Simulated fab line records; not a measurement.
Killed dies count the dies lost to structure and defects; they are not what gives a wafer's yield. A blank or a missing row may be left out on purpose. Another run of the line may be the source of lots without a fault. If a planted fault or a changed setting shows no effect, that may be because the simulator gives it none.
What tool caused it?    flow n5 finfet    10 lots, 28 wafers sampled, at 7 steps of a route of 1938

## WHAT THE GAUGES SHOWED, per wafer
N5_BEOL_M1_THK_MEAS_01. Usual: M1_ILD_THK 79.1 nm, standard deviation 1.1.
lot   measured      on             M1_ILD_THK (nm)  flag
L765  day 6 04:44   film metro-01  80.2 78.8 80.4   
L766  day 6 10:55   film metro-01  80.2 76.9 79.1   
L769  day 7 07:12   film metro-02  78.4 77.4 78.5   
L772  day 7 23:32   film metro-02  77.6 79.2 78.3   
L773  day 8 02:50   film metro-02  78.3 79.0        
L775  day 8 18:39   film metro-01  79.4 79.7        
L779  day 10 02:23  film metro-02  78.3 80.1 80.7   
L781  day 10 10:35  film metro-01  78.8 78.3 79.9   
L783  day 10 17:07  film metro-01  80.3 26.8 82.2   OFF
L786  day 11 13:32  film metro-02  77.6 78.0 79.1   

N5_BEOL_M1_THK_MEAS_53: measures by xrf. Usual: M1_THK 40.1 nm, standard deviation 1.8.
lot   measured      on             M1_THK (nm)     flag
L765  day 6 12:13   film metro-01  42.7 38.9 41.8  
L766  day 6 23:50   film metro-02  41.1 36.9 38.3  
L769  day 7 16:18   film metro-01  37.2 38.4 38.9  
L772  day 8 22:34   film metro-01  39.4 40.2 40.3  
L773  day 9 02:22   film metro-02  39.2 38.4       
L775  day 9 05:35   film metro-02  39.6 39.9       
L779  day 10 10:55  film metro-02  43.0 42.3 44.4  
L781  day 10 23:58  film metro-02  38.0 37.1 41.5  
L783  day 11 03:43  film metro-01  38.7 - 41.3     
L786  day 12 13:20  film metro-01  40.2 37.7 41.5  

N5_BEOL_M4_RC_MEAS_101. Usual: DIBL_N 37.0 mV/V, standard deviation 2.3; DIBL_P 37.3 mV/V, standard deviation 2.8; IOFF_N 0.17 nA/um, standard deviation 0.046; IOFF_P 0.23 nA/um, standard deviation 0.054; ION_N 675 uA/um, standard deviation 14; ION_P 460 uA/um, standard deviation 9.3; SS_N 71.7 mV/dec, standard deviation 0.73; SS_P 73.6 mV/dec, standard deviation 0.95; VT_N 249 mV, standard deviation 3.9; VT_P -250 mV, standard deviation 3.9.
lot   measured      on         DIBL_N (mV/V)   DIBL_P (mV/V)   IOFF_N (nA/um)  IOFF_P (nA/um)  ION_N (uA/um)  ION_P (uA/um)  SS_N (mV/dec)   SS_P (mV/dec)   VT_N (mV)    VT_P (mV)       flag
L765  day 8 02:19   prober-02  37.4 36.8 39.6  37.6 37.4 40.9  0.19 0.17 0.25  0.22 0.22 0.29  677 667 688    457 453 457    72.1 71.1 72.2  73.7 75.0 76.1  250 249 245  -249 -251 -248  
L766  day 8 05:23   prober-02  39.7 36.8 33.8  40.0 37.0 34.2  0.23 0.16 0.13  0.29 0.21 0.18  673 670 662    460 462 458    72.5 71.8 71.0  74.6 74.2 72.5  247 250 250  -249 -252 -252  
L769  day 9 09:13   prober-01  36.5 34.8 40.1  38.2 36.0 43.2  0.19 0.14 0.28  0.25 0.21 0.37  691 653 701    469 455 483    72.1 71.9 72.7  73.1 71.4 74.5  246 251 242  -247 -248 -242  
L772  day 10 05:55  prober-01  38.9 37.5 38.8  41.4 38.2 40.7  0.20 0.16 0.21  0.29 0.23 0.28  679 682 691    467 470 474    71.3 72.1 72.2  74.8 74.1 74.7  248 249 248  -246 -250 -246  
L773  day 10 06:52  prober-02  35.7 41.2       35.0 42.4       0.15 0.27       0.23 0.37       677 700        468 473        71.5 73.1       73.0 74.4       250 244      -246 -243       
L775  day 10 19:25  prober-01  37.4 37.1       35.9 36.5       0.17 0.15       0.19 0.20       670 650        458 450        71.4 71.0       73.9 72.9       247 252      -251 -251       
L779  day 12 11:37  prober-01  36.8 39.9 36.6  37.9 41.1 36.6  0.16 0.19 0.16  0.22 0.27 0.19  677 679 673    459 466 457    71.4 72.4 71.0  72.9 74.2 73.1  249 248 248  -250 -249 -252  
L781  day 12 22:21  prober-02  33.5 36.2 37.3  30.7 35.0 35.0  0.10 0.14 0.16  0.13 0.18 0.18  640 664 666    440 452 448    71.0 71.2 72.1  72.3 73.1 73.3  257 250 250  -258 -254 -253  
L783  day 13 00:56  prober-02  36.2 35.3       33.2 33.1       0.15 0.13       0.18 0.18       670 677        456 466        71.6 70.6       72.5 73.1       253 252      -253 -250       
L786  day 14 07:43  prober-02  37.7 40.0 35.8  38.9 40.9 37.0  0.19 0.24 0.15  0.28 0.30 0.23  670 696 677    460 474 471    72.9 73.1 71.6  73.9 74.6 73.2  249 244 250  -247 -245 -248  

## WHICH TOOL RAN EACH LOT (tool, then ch and the chambers of the sampled wafers, then the start)
lot   N5_BEOL_M0_PRE_CLEAN_113      N5_BEOL_M0_CO_CAP_123           N5_BEOL_M0_DEP_125               N5_BEOL_M1_ILD_DEP_00
L765  pvd sputter-02, day 6 01:56   cvd co-02 ch 0,2, day 6 04:24   pecvd-03 ch 1,2, day 6 04:31     pecvd-04 ch 0,2, day 6 04:40
L766  pvd sputter-03, day 6 07:36   cvd co-01 ch 1,2, day 6 10:37   pecvd-03 ch 0,1,2, day 6 10:43   pecvd-03 ch 1,2, day 6 10:51
L769  pvd sputter-02, day 7 04:03   cvd co-01 ch 1,2, day 7 06:53   pecvd-01 ch 0,1, day 7 07:00     pecvd-02 ch 1,2, day 7 07:08
L772  pvd sputter-03, day 7 19:46   cvd co-02 ch 1,2, day 7 23:11   pecvd-04 ch 0, day 7 23:19       pecvd-04 ch 0, day 7 23:28
L773  pvd sputter-01, day 7 23:11   cvd co-01 ch 0,2, day 8 02:26   pecvd-04 ch 2, day 8 02:38       pecvd-02 ch 0,1, day 8 02:47
L775  pvd sputter-01, day 8 14:22   cvd co-01 ch 0, day 8 18:20     pecvd-04 ch 0,1, day 8 18:27     pecvd-03 ch 0,2, day 8 18:35
L779  pvd sputter-01, day 9 22:35   cvd co-01 ch 1,2, day 10 02:04  pecvd-04 ch 0,1, day 10 02:11    pecvd-04 ch 0,1,2, day 10 02:19
L781  pvd sputter-01, day 10 08:22  cvd co-01 ch 0,1, day 10 10:15  pecvd-01 ch 0,2, day 10 10:22    pecvd-03 ch 0,1, day 10 10:30
L783  pvd sputter-01, day 10 14:17  cvd co-01 ch 0,2, day 10 16:48  pecvd-04 ch 0,2, day 10 16:55    pecvd-03 ch 0,1, day 10 17:02
L786  pvd sputter-03, day 11 11:17  cvd co-01 ch 1,2, day 11 13:14  pecvd-03 ch 0,1,2, day 11 13:20  pecvd-02 ch 0,1,2, day 11 13:28
- N5_BEOL_M0_PRE_CLEAN_113: time 30 s.
- N5_BEOL_M0_CO_CAP_123: material Co, precursor CCTBA/H2, target thk 2 nm, time 102.1 s.
- N5_BEOL_M0_DEP_125: deposits SiCN from 3MS/NH3, target thk 8 nm, time 14 s.
- N5_BEOL_M1_ILD_DEP_00: deposits SiOC from DEMS/O2, target thk 79 nm, time 15.3 s.

## AS READ BY THE TOOLS THEMSELVES (means over the sampled wafers that have a number; for cases with no such wafer, the mark the record gives instead)
N5_BEOL_M0_PRE_CLEAN_113. Usual: 370 W for heater power w, sd 36.
lot   tool            heater power w (W)  flag
L765  pvd sputter-02  354                 
L766  pvd sputter-03  352                 
L769  pvd sputter-02  379                 
L772  pvd sputter-03  352                 
L773  pvd sputter-01  355                 
L775  pvd sputter-01  351                 
L779  pvd sputter-01  361                 
L781  pvd sputter-01  397                 
L783  pvd sputter-01  344                 
L786  pvd sputter-03  346                 

N5_BEOL_M0_CO_CAP_123. Usual: 237 W for heater power w, sd 28.
lot   tool       heater power w (W)  flag
L765  cvd co-02  230                 
L766  cvd co-01  239                 
L769  cvd co-01  255                 
L772  cvd co-02  197                 
L773  cvd co-01  257                 
L775  cvd co-01  246                 
L779  cvd co-01  240                 
L781  cvd co-01  235                 
L783  cvd co-01  263                 
L786  cvd co-01  258                 

N5_BEOL_M0_DEP_125. Usual: showerhead plenum p Torr 3.656 Torr, standard deviation 0.011; throttle valve pct 8.9 %, standard deviation 0.56.
lot   tool      showerhead plenum p Torr (Torr)  throttle valve pct (%)  flag
L765  pecvd-03  3.656                            9.1                     
L766  pecvd-03  3.665                            9.0                     
L769  pecvd-01  3.654                            9.5                     
L772  pecvd-04  3.664                            8.6                     
L773  pecvd-04  3.641                            8.1                     
L775  pecvd-04  3.657                            8.4                     
L779  pecvd-04  3.661                            8.5                     
L781  pecvd-01  3.652                            9.5                     
L783  pecvd-04  3.656                            8.6                     
L786  pecvd-03  3.658                            8.8                     

N5_BEOL_M1_ILD_DEP_00. Usual: heater power w 519 W, standard deviation 58; showerhead plenum p Torr 5.693 Torr, standard deviation 0.017; throttle valve pct 11.7 %, standard deviation 0.52.
lot   tool      heater power w (W)  showerhead plenum p Torr (Torr)  throttle valve pct (%)  flag
L765  pecvd-04  485                 5.677                            10.9                    
L766  pecvd-03  487                 5.693                            12.0                    
L769  pecvd-02  532                 5.676                            12.3                    
L772  pecvd-04  606                 5.703                            11.3                    
L773  pecvd-02  536                 5.700                            12.3                    
L775  pecvd-03  484                 5.688                            11.8                    
L779  pecvd-04  498                 5.685                            11.2                    
L781  pecvd-03  501                 5.703                            12.0                    
L783  pecvd-03  537                 5.710                            12.1                    
L786  pecvd-02  563                 5.704                            12.0                    

## THE ANSWER, worked out from the rows above alone
Rule: a lot is off if the mean of its wafers that have a number lies more than 3 standard deviations from the usual mean. Also off: a lot with no number at a reading for which 4 or more lots have one. Any other lot the step has rows for is counted as sound. After the gauges, taken in route order, come the tools' own readings; for these a lot's mean is taken, as printed above. At the first step where some lot is off, the reading lying furthest off is the one used; lots without a number count as furthest.
Off: L783, seen at N5_BEOL_M1_THK_MEAS_01 (M1_ILD_THK).
If a tool, at a process step before that reading, ran all the lots that are off and no sound lot after the first of them, it fits. Gauges at N5_BEOL_M1_THK_MEAS_01: tried the same way as those tools. Can't be told from this: 4 tools fit, pvd sputter-01 at N5_BEOL_M0_PRE_CLEAN_113, pecvd-04 at N5_BEOL_M0_DEP_125, pecvd-03 at N5_BEOL_M1_ILD_DEP_00, film metro-01 at N5_BEOL_M1_THK_MEAS_01.

## WHAT THE SIMULATOR HAD INSERTED
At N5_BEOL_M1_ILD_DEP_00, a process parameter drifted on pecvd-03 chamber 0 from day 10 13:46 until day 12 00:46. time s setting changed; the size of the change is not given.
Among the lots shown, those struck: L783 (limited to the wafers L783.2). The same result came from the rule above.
